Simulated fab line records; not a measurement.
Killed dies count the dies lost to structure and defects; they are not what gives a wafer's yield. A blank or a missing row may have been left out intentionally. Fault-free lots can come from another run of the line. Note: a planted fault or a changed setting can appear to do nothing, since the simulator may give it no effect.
Which tool did it? :: flow nand_harc :: Sampling: 24 lots, 72 wafers, 3 of 1302 route steps

## WHAT THE GAUGES READ, wafer by wafer
NHARC_A_WL_FILL_INSPECT_15. Usual: raw_defect_count 505, standard deviation 150.
lot: L074
measured: day 21 00:10
on: defect_inspect-02
raw_defect_count: 402 400 494
flag: 

lot: L075
measured: day 21 18:16
on: defect_inspect-02
raw_defect_count: 534 876 500
flag: 

lot: L079
measured: day 22 09:15
on: defect_inspect-01
raw_defect_count: 449 449 384
flag: 

lot: L077
measured: day 22 09:14
on: defect_inspect-02
raw_defect_count: 423 632 540
flag: 

lot: L078
measured: day 22 15:31
on: defect_inspect-01
raw_defect_count: 405 387 428
flag: 

lot: L076
measured: day 22 15:31
on: defect_inspect-02
raw_defect_count: 524 432 475
flag: 

lot: L080
measured: day 23 15:51
on: defect_inspect-01
raw_defect_count: 435 646 417
flag: 

lot: L082
measured: day 24 03:30
on: defect_inspect-01
raw_defect_count: 594 552 695
flag: 

lot: L081
measured: day 24 03:22
on: defect_inspect-02
raw_defect_count: 802 542 689
flag: 

lot: L085
measured: day 25 18:20
on: defect_inspect-02
raw_defect_count: 620 668 656
flag: 

lot: L086
measured: day 25 23:52
on: defect_inspect-01
raw_defect_count: 527 543 449
flag: 

lot: L084
measured: day 25 23:52
on: defect_inspect-02
raw_defect_count: 442 432 305
flag: 

lot: L083
measured: day 26 08:21
on: defect_inspect-02
raw_defect_count: 609 611 794
flag: 

lot: L087
measured: day 26 12:34
on: defect_inspect-02
raw_defect_count: 420 418 459
flag: 

lot: L088
measured: day 26 22:34
on: defect_inspect-01
raw_defect_count: 402 542 551
flag: 

lot: L089
measured: day 26 22:31
on: defect_inspect-02
raw_defect_count: 578 398 408
flag: 

lot: L090
measured: day 27 22:14
on: defect_inspect-02
raw_defect_count: 779 1050 748
flag: 

lot: L092
measured: day 28 12:06
on: defect_inspect-02
raw_defect_count: 356 367 253
flag: 

lot: L091
measured: day 28 11:58
on: defect_inspect-02
raw_defect_count: 407 411 389
flag: 

lot: L093
measured: day 29 02:35
on: defect_inspect-02
raw_defect_count: 481 430 481
flag: 

lot: L094
measured: day 29 12:41
on: defect_inspect-01
raw_defect_count: 328 443 395
flag: 

lot: L095
measured: day 29 16:58
on: defect_inspect-01
raw_defect_count: 564 488 553
flag: 

lot: L096
measured: day 30 03:07
on: defect_inspect-02
raw_defect_count: 390 292 444
flag: 

lot: L097
measured: day 31 03:43
on: defect_inspect-02
raw_defect_count: 574 457 755
flag: 

## TOOL THAT RAN EACH LOT (tool first, then ch and the chambers of the sampled wafers, then the start)
lot: L074
NHARC_A_WL_FILL_CVD_03: cvd_w-01 ch 0, day 20 07:02
NHARC_A_WL_FILL_ALD_10: ald_hk-04 ch 0,1, day 20 13:01

lot: L075
NHARC_A_WL_FILL_CVD_03: cvd_w-02 ch 1, day 20 18:53
NHARC_A_WL_FILL_ALD_10: ald_hk-03 ch 0,1, day 21 05:03

lot: L079
NHARC_A_WL_FILL_CVD_03: cvd_w-01 ch 0,1, day 21 13:13
NHARC_A_WL_FILL_ALD_10: ald_hk-03 ch 2,3, day 21 22:45

lot: L077
NHARC_A_WL_FILL_CVD_03: cvd_w-02 ch 0,1, day 21 17:12
NHARC_A_WL_FILL_ALD_10: ald_hk-04 ch 0,1,3, day 21 22:34

lot: L078
NHARC_A_WL_FILL_CVD_03: cvd_w-02 ch 0,1, day 21 20:31
NHARC_A_WL_FILL_ALD_10: ald_hk-03 ch 1,2, day 22 04:14

lot: L076
NHARC_A_WL_FILL_CVD_03: cvd_w-01 ch 0,1, day 21 22:48
NHARC_A_WL_FILL_ALD_10: ald_hk-04 ch 0,1,3, day 22 06:06

lot: L080
NHARC_A_WL_FILL_CVD_03: cvd_w-01 ch 0,1, day 22 20:59
NHARC_A_WL_FILL_ALD_10: ald_hk-03 ch 0,1, day 23 05:18

lot: L082
NHARC_A_WL_FILL_CVD_03: cvd_w-02 ch 0,1, day 23 08:44
NHARC_A_WL_FILL_ALD_10: ald_hk-02 ch 0,1,3, day 23 16:38

lot: L081
NHARC_A_WL_FILL_CVD_03: cvd_w-02 ch 0,1, day 23 12:43
NHARC_A_WL_FILL_ALD_10: ald_hk-04 ch 0,2,3, day 23 17:10

lot: L085
NHARC_A_WL_FILL_CVD_03: cvd_w-02 ch 1, day 24 22:46
NHARC_A_WL_FILL_ALD_10: ald_hk-02 ch 0,1,3, day 25 06:16

lot: L086
NHARC_A_WL_FILL_CVD_03: cvd_w-01 ch 0,1, day 25 06:49
NHARC_A_WL_FILL_ALD_10: ald_hk-02 ch 1,2,3, day 25 14:22

lot: L084
NHARC_A_WL_FILL_CVD_03: cvd_w-01 ch 0,1, day 25 07:08
NHARC_A_WL_FILL_ALD_10: ald_hk-04 ch 0,1,2, day 25 13:22

lot: L083
NHARC_A_WL_FILL_CVD_03: cvd_w-01 ch 0,1, day 25 10:25
NHARC_A_WL_FILL_ALD_10: ald_hk-02 ch 0,1,2, day 25 21:08

lot: L087
NHARC_A_WL_FILL_CVD_03: cvd_w-02 ch 1, day 25 18:27
NHARC_A_WL_FILL_ALD_10: ald_hk-04 ch 1,2,3, day 26 02:30

lot: L088
NHARC_A_WL_FILL_CVD_03: cvd_w-01 ch 0,1, day 25 23:46
NHARC_A_WL_FILL_ALD_10: ald_hk-04 ch 0,2,3, day 26 11:35

lot: L089
NHARC_A_WL_FILL_CVD_03: cvd_w-01 ch 0,1, day 26 05:11
NHARC_A_WL_FILL_ALD_10: ald_hk-02 ch 0,3, day 26 11:19

lot: L090
NHARC_A_WL_FILL_CVD_03: cvd_w-02 ch 0,1, day 27 05:08
NHARC_A_WL_FILL_ALD_10: ald_hk-04 ch 0,1, day 27 11:10

lot: L092
NHARC_A_WL_FILL_CVD_03: cvd_w-01 ch 0,1, day 27 18:55
NHARC_A_WL_FILL_ALD_10: ald_hk-03 ch 2,3, day 28 00:35

lot: L091
NHARC_A_WL_FILL_CVD_03: cvd_w-01 ch 0,1, day 27 19:16
NHARC_A_WL_FILL_ALD_10: ald_hk-02 ch 0,1,2, day 28 00:35

lot: L093
NHARC_A_WL_FILL_CVD_03: cvd_w-01 ch 0,1, day 28 09:25
NHARC_A_WL_FILL_ALD_10: ald_hk-04 ch 0,1, day 28 15:24

lot: L094
NHARC_A_WL_FILL_CVD_03: cvd_w-01 ch 1, day 28 19:25
NHARC_A_WL_FILL_ALD_10: ald_hk-03 ch 0,2, day 29 01:58

lot: L095
NHARC_A_WL_FILL_CVD_03: cvd_w-01 ch 0,1, day 28 23:16
NHARC_A_WL_FILL_ALD_10: ald_hk-04 ch 0,2,3, day 29 06:57

lot: L096
NHARC_A_WL_FILL_CVD_03: cvd_w-01 ch 0,1, day 29 07:11
NHARC_A_WL_FILL_ALD_10: ald_hk-02 ch 0,2, day 29 15:55

lot: L097
NHARC_A_WL_FILL_CVD_03: cvd_w-01 ch 0,1, day 30 07:07
NHARC_A_WL_FILL_ALD_10: ald_hk-04 ch 0,1,2, day 30 17:09
- NHARC_A_WL_FILL_CVD_03: deposits W, target thk 40 nm, time 279 s.
- NHARC_A_WL_FILL_ALD_10: deposits SiO2, target thk 50 nm, pulse time 10 s, ald cycles 500.

## AS READ BY THE TOOLS THEMSELVES (means over the sampled wafers that have a number; for cases with no such wafer, the mark the record gives instead)
NHARC_A_WL_FILL_CVD_03. Usual: heater_power_w 514 W, standard deviation 37; mfc_ar_sccm 1559 sccm, standard deviation 4.1; throttle_valve_pct 7.8 %, standard deviation 0.31.
lot: L074
tool: cvd_w-01
heater_power_w (W): 501
mfc_ar_sccm (sccm): 1562
throttle_valve_pct (%): 7.8
flag: 

lot: L075
tool: cvd_w-02
heater_power_w (W): 574
mfc_ar_sccm (sccm): 1558
throttle_valve_pct (%): 7.6
flag: 

lot: L079
tool: cvd_w-01
heater_power_w (W): 491
mfc_ar_sccm (sccm): 1559
throttle_valve_pct (%): 8.0
flag: 

lot: L077
tool: cvd_w-02
heater_power_w (W): 514
mfc_ar_sccm (sccm): 1556
throttle_valve_pct (%): 7.8
flag: 

lot: L078
tool: cvd_w-02
heater_power_w (W): 555
mfc_ar_sccm (sccm): 1556
throttle_valve_pct (%): 7.7
flag: 

lot: L076
tool: cvd_w-01
heater_power_w (W): 491
mfc_ar_sccm (sccm): 1561
throttle_valve_pct (%): 7.8
flag: 

lot: L080
tool: cvd_w-01
heater_power_w (W): 498
mfc_ar_sccm (sccm): 1559
throttle_valve_pct (%): 8.0
flag: 

lot: L082
tool: cvd_w-02
heater_power_w (W): 557
mfc_ar_sccm (sccm): 1557
throttle_valve_pct (%): 8.0
flag: 

lot: L081
tool: cvd_w-02
heater_power_w (W): 544
mfc_ar_sccm (sccm): 1561
throttle_valve_pct (%): 7.8
flag: 

lot: L085
tool: cvd_w-02
heater_power_w (W): 574
mfc_ar_sccm (sccm): 1563
throttle_valve_pct (%): 7.5
flag: 

lot: L086
tool: cvd_w-01
heater_power_w (W): 506
mfc_ar_sccm (sccm): 1560
throttle_valve_pct (%): 7.8
flag: 

lot: L084
tool: cvd_w-01
heater_power_w (W): 509
mfc_ar_sccm (sccm): 1560
throttle_valve_pct (%): 7.7
flag: 

lot: L083
tool: cvd_w-01
heater_power_w (W): 495
mfc_ar_sccm (sccm): 1560
throttle_valve_pct (%): 7.7
flag: 

lot: L087
tool: cvd_w-02
heater_power_w (W): 586
mfc_ar_sccm (sccm): 1562
throttle_valve_pct (%): 7.6
flag: 

lot: L088
tool: cvd_w-01
heater_power_w (W): 524
mfc_ar_sccm (sccm): 1560
throttle_valve_pct (%): 7.7
flag: 

lot: L089
tool: cvd_w-01
heater_power_w (W): 513
mfc_ar_sccm (sccm): 1556
throttle_valve_pct (%): 7.7
flag: 

lot: L090
tool: cvd_w-02
heater_power_w (W): 545
mfc_ar_sccm (sccm): 1561
throttle_valve_pct (%): 7.6
flag: 

lot: L092
tool: cvd_w-01
heater_power_w (W): 499
mfc_ar_sccm (sccm): 1561
throttle_valve_pct (%): 7.9
flag: 

lot: L091
tool: cvd_w-01
heater_power_w (W): 496
mfc_ar_sccm (sccm): 1563
throttle_valve_pct (%): 7.9
flag: 

lot: L093
tool: cvd_w-01
heater_power_w (W): 501
mfc_ar_sccm (sccm): 1564
throttle_valve_pct (%): 7.8
flag: 

lot: L094
tool: cvd_w-01
heater_power_w (W): 487
mfc_ar_sccm (sccm): 1557
throttle_valve_pct (%): 7.9
flag: 

lot: L095
tool: cvd_w-01
heater_power_w (W): 513
mfc_ar_sccm (sccm): 1561
throttle_valve_pct (%): 7.8
flag: 

lot: L096
tool: cvd_w-01
heater_power_w (W): 512
mfc_ar_sccm (sccm): 1559
throttle_valve_pct (%): 7.6
flag: 

lot: L097
tool: cvd_w-01
heater_power_w (W): 513
mfc_ar_sccm (sccm): 1556
throttle_valve_pct (%): 7.8
flag: 

NHARC_A_WL_FILL_ALD_10. Usual: heater_power_w 444 W, standard deviation 56; precursor_pulse_height_rel 1.002, standard deviation 0.022.
lot: L074
tool: ald_hk-04
heater_power_w (W): 417
precursor_pulse_height_rel: 0.995
flag: 

lot: L075
tool: ald_hk-03
heater_power_w (W): 510
precursor_pulse_height_rel: 0.993
flag: 

lot: L079
tool: ald_hk-03
heater_power_w (W): 407
precursor_pulse_height_rel: 1.016
flag: 

lot: L077
tool: ald_hk-04
heater_power_w (W): 444
precursor_pulse_height_rel: 1.014
flag: 

lot: L078
tool: ald_hk-03
heater_power_w (W): 508
precursor_pulse_height_rel: 0.969
flag: 

lot: L076
tool: ald_hk-04
heater_power_w (W): 443
precursor_pulse_height_rel: 0.990
flag: 

lot: L080
tool: ald_hk-03
heater_power_w (W): 501
precursor_pulse_height_rel: 1.011
flag: 

lot: L082
tool: ald_hk-02
heater_power_w (W): 453
precursor_pulse_height_rel: 1.017
flag: 

lot: L081
tool: ald_hk-04
heater_power_w (W): 428
precursor_pulse_height_rel: 1.015
flag: 

lot: L085
tool: ald_hk-02
heater_power_w (W): 458
precursor_pulse_height_rel: 0.982
flag: 

lot: L086
tool: ald_hk-02
heater_power_w (W): 448
precursor_pulse_height_rel: 1.007
flag: 

lot: L084
tool: ald_hk-04
heater_power_w (W): 408
precursor_pulse_height_rel: 0.992
flag: 

lot: L083
tool: ald_hk-02
heater_power_w (W): 460
precursor_pulse_height_rel: 0.995
flag: 

lot: L087
tool: ald_hk-04
heater_power_w (W): 442
precursor_pulse_height_rel: 1.016
flag: 

lot: L088
tool: ald_hk-04
heater_power_w (W): 437
precursor_pulse_height_rel: 1.021
flag: 

lot: L089
tool: ald_hk-02
heater_power_w (W): 404
precursor_pulse_height_rel: 1.019
flag: 

lot: L090
tool: ald_hk-04
heater_power_w (W): 410
precursor_pulse_height_rel: 0.970
flag: 

lot: L092
tool: ald_hk-03
heater_power_w (W): 420
precursor_pulse_height_rel: 1.015
flag: 

lot: L091
tool: ald_hk-02
heater_power_w (W): 468
precursor_pulse_height_rel: 0.998
flag: 

lot: L093
tool: ald_hk-04
heater_power_w (W): 409
precursor_pulse_height_rel: 1.008
flag: 

lot: L094
tool: ald_hk-03
heater_power_w (W): 507
precursor_pulse_height_rel: 1.006
flag: 

lot: L095
tool: ald_hk-04
heater_power_w (W): 454
precursor_pulse_height_rel: 0.993
flag: 

lot: L096
tool: ald_hk-02
heater_power_w (W): 440
precursor_pulse_height_rel: 0.972
flag: 

lot: L097
tool: ald_hk-04
heater_power_w (W): 406
precursor_pulse_height_rel: 0.987
flag: 

## THE ANSWER, worked out from the rows above alone
Rule: lot off if the mean of its wafers having a number is beyond 3 standard deviations from the usual mean. A lot without any number at a reading at which 4 lots or more have one is off too. Where the step has rows for the other lots, those lots are counted as sound. The gauges are gone through in route order, then the tools' own readings, and for those a lot's mean is taken as printed above. At the first step where some lot is off, the reading lying furthest off is the one used; lots without a number count as furthest.
Nothing can be told from this: no lot is off at any reading shown.

## WHAT WAS PUT IN BY THE SIMULATOR
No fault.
